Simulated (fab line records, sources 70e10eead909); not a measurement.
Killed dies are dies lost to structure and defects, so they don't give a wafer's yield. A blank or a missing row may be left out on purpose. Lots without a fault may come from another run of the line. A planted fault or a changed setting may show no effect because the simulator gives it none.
Which tool did it? | flow nand_harc | 23 lots, 69 wafers sampled, at 2 steps of a route of 1302

WHAT THE GAUGES READ, wafer by wafer
NHARC_A_M1_OVL_MEAS_10: pitch 240 nm.
lot  | measured     | on         | overlay_x_nm (nm) | overlay_y_nm (nm)
L076 | day 23 14:01 | overlay-02 | -0.8 -0.6 -0.9    | -1.1 -1.2 -0.7
L074 | day 23 14:46 | overlay-02 | -0.6 0.0 -0.1     | -0.7 -0.3 -0.4
L075 | day 23 17:34 | overlay-02 | -0.6 -0.5 -0.5    | 0.7 0.2 0.3
L077 | day 24 00:25 | overlay-01 | 1.2 1.2 1.5       | -1.6 -1.3 -1.4
L078 | day 25 02:10 | overlay-02 | 0.6 0.4 0.2       | 1.7 1.6 1.3
L079 | day 25 04:48 | overlay-01 | -1.3 -1.6 -1.7    | -0.1 -0.2 -0.8
L080 | day 26 03:24 | overlay-02 | 0.4 0.9 0.7       | 0.3 0.1 1.1
L081 | day 26 22:27 | overlay-02 | 0.4 0.4 0.7       | 0.9 0.9 0.4
L082 | day 27 04:08 | overlay-02 | -0.7 -0.3 -0.2    | 0.4 1.1 1.2
L083 | day 27 04:59 | overlay-01 | -0.7 -1.4 -1.0    | 1.0 0.7 0.6
L084 | day 27 15:50 | overlay-02 | -0.2 0.0 0.0      | 0.2 0.1 0.3
L086 | day 27 21:28 | overlay-01 | -0.7 -0.6 -0.2    | -1.2 -0.9 -0.8
L085 | day 28 02:08 | overlay-01 | -0.7 -1.0 -1.1    | 0.1 0.2 0.1
L087 | day 28 02:53 | overlay-01 | -0.2 -0.2 -0.5    | -1.3 -1.2 -0.9
L089 | day 29 05:34 | overlay-02 | -0.4 -0.6 -0.3    | -1.8 -1.1 -1.2
L088 | day 29 07:23 | overlay-02 | -0.2 -0.3 -0.5    | 1.3 0.8 1.5
L091 | day 30 02:27 | overlay-01 | -1.4 -0.9 -1.0    | -0.5 0.5 -0.4
L092 | day 30 19:04 | overlay-01 | -2.0 -1.6 -2.0    | -0.6 -0.1 -0.5
L094 | day 31 11:43 | overlay-02 | 0.1 0.2 0.2       | 1.6 1.6 1.3
L093 | day 31 21:41 | overlay-01 | -1.1 -0.8 -1.3    | 0.9 0.5 0.9
L096 | day 32 01:02 | overlay-02 | -0.9 -0.4 -1.4    | -0.6 -0.7 -1.0
L095 | day 32 03:13 | overlay-02 | 0.2 0.3 0.4       | -0.1 0.0 0.3
L097 | day 33 01:47 | overlay-01 | 0.2 0.2 0.3       | -0.8 -0.5 -0.3

WHICH TOOL RAN EACH LOT (tool, then ch and the chambers of the sampled wafers, then the start)
lot  | NHARC_A_BLC_STRIP_21
L076 | rie_diel-11 ch 1,2,3, day 23 07:09
L074 | rie_diel-12 ch 0,1,3, day 23 07:46
L075 | rie_diel-12 ch 1,2, day 23 10:57
L077 | rie_diel-12 ch 1,2,3, day 23 17:44
L078 | rie_diel-12 ch 0,1,3, day 24 19:08
L079 | rie_diel-10 ch 2,3, day 24 22:04
L080 | rie_diel-12 ch 0,3, day 25 20:31
L081 | rie_diel-12 ch 0,1,3, day 26 15:36
L082 | rie_diel-12 ch 0,3, day 26 21:26
L083 | rie_diel-12 ch 1,2,3, day 26 22:10
L084 | rie_diel-12 ch 0,1,2, day 27 09:09
L086 | rie_diel-10 ch 0,3, day 27 14:43
L085 | rie_diel-12 ch 0,1, day 27 19:17
L087 | rie_diel-10 ch 0,1,2, day 27 20:05
L089 | rie_diel-10 ch 0,3, day 28 22:40
L088 | rie_diel-10 ch 0,1,2, day 29 00:35
L091 | rie_diel-12 ch 0,1,2, day 29 19:46
L092 | rie_diel-12 ch 0,3, day 30 12:20
L094 | rie_diel-12 ch 1,2, day 31 04:28
L093 | rie_diel-10 ch 1,2,3, day 31 14:25
L096 | rie_diel-10 ch 1,2,3, day 31 17:45
L095 | rie_diel-10 ch 0,1, day 31 20:18
L097 | rie_diel-10 ch 0,1,3, day 32 19:01
- NHARC_A_BLC_STRIP_21: strips in O2.

WHAT THE TOOLS THEMSELVES READ (means of the sampled wafers that have a number; where no wafer has one, the mark that the record gives instead)
NHARC_A_BLC_STRIP_21.
lot  | tool        | drypump_motor_current_A (A) | oes_product_au (a.u.) | rf_vpp_V (V) | showerhead_plenum_p_Torr (Torr) | throttle_valve_pct (%)
L076 | rie_diel-11 | 5.6                         | 1.004                 | 57.5         | 3.33                            | 17.038
L074 | rie_diel-12 | 5.9                         | 1.012                 | 56.8         | 3.56                            | 17.033
L075 | rie_diel-12 | 6.2                         | 0.993                 | 57.7         | 3.43                            | 17.037
L077 | rie_diel-12 | 6.3                         | 0.994                 | 57.5         | 3.48                            | 17.033
L078 | rie_diel-12 | 5.9                         | 1.004                 | 57.8         | 3.56                            | 17.045
L079 | rie_diel-10 | 5.7                         | 0.999                 | 56.7         | 3.51                            | 17.036
L080 | rie_diel-12 | 6.0                         | 1.003                 | 58.2         | 3.58                            | 17.033
L081 | rie_diel-12 | 5.9                         | 1.012                 | 58.2         | 3.56                            | 17.029
L082 | rie_diel-12 | 5.6                         | 1.004                 | 57.5         | 3.61                            | 17.037
L083 | rie_diel-12 | 6.3                         | 1.000                 | 57.6         | 3.48                            | 17.042
L084 | rie_diel-12 | 5.8                         | 1.015                 | 58.1         | 3.51                            | 17.040
L086 | rie_diel-10 | 5.9                         | 0.997                 | 58.0         | 3.42                            | 17.037
L085 | rie_diel-12 | 5.5                         | 1.011                 | 57.6         | 3.58                            | 17.033
L087 | rie_diel-10 | 5.5                         | 0.991                 | 57.1         | 3.52                            | 17.040
L089 | rie_diel-10 | 6.0                         | 0.998                 | 58.4         | 3.42                            | 17.038
L088 | rie_diel-10 | 5.5                         | 0.999                 | 57.8         | 3.52                            | 17.038
L091 | rie_diel-12 | 5.8                         | 1.017                 | 58.0         | 3.50                            | 17.030
L092 | rie_diel-12 | 6.1                         | 1.011                 | 58.5         | 3.58                            | 17.031
L094 | rie_diel-12 | 6.2                         | 0.994                 | 57.6         | 3.42                            | 17.045
L093 | rie_diel-10 | 5.4                         | 1.000                 | 57.5         | 3.51                            | 17.040
L096 | rie_diel-10 | 5.4                         | 0.991                 | 58.6         | 3.51                            | 17.041
L095 | rie_diel-10 | 5.7                         | 1.003                 | 57.2         | 3.44                            | 17.044
L097 | rie_diel-10 | 5.7                         | 0.996                 | 58.1         | 3.42                            | 17.042

THE ANSWER, worked out from the rows above alone
Rule: what is usual is taken from the lots themselves. Put in order of their means at a reading, lots are off if they are a third of the lots or fewer, leave a main group of 4 or more, and stand apart from it by a gap of 3 or more times the standard deviation of the main group's means; of several such gaps the widest counts. A main group whose means are all the same, to the digits that the tables above print for the reading, isn't used. A lot without any number at a reading at which 4 lots or more have one is off too. The other lots that the step has rows for count as sound. The gauges are gone through in route order, then the tools' own readings, and for those a lot's mean is taken as printed above. The first step at which some lot is off is used, and at that step the reading that is off furthest; a lot without a number counts as furthest.
No lot is off at any reading shown: from this, nothing can be told.

WHAT THE SIMULATOR HAD PUT IN
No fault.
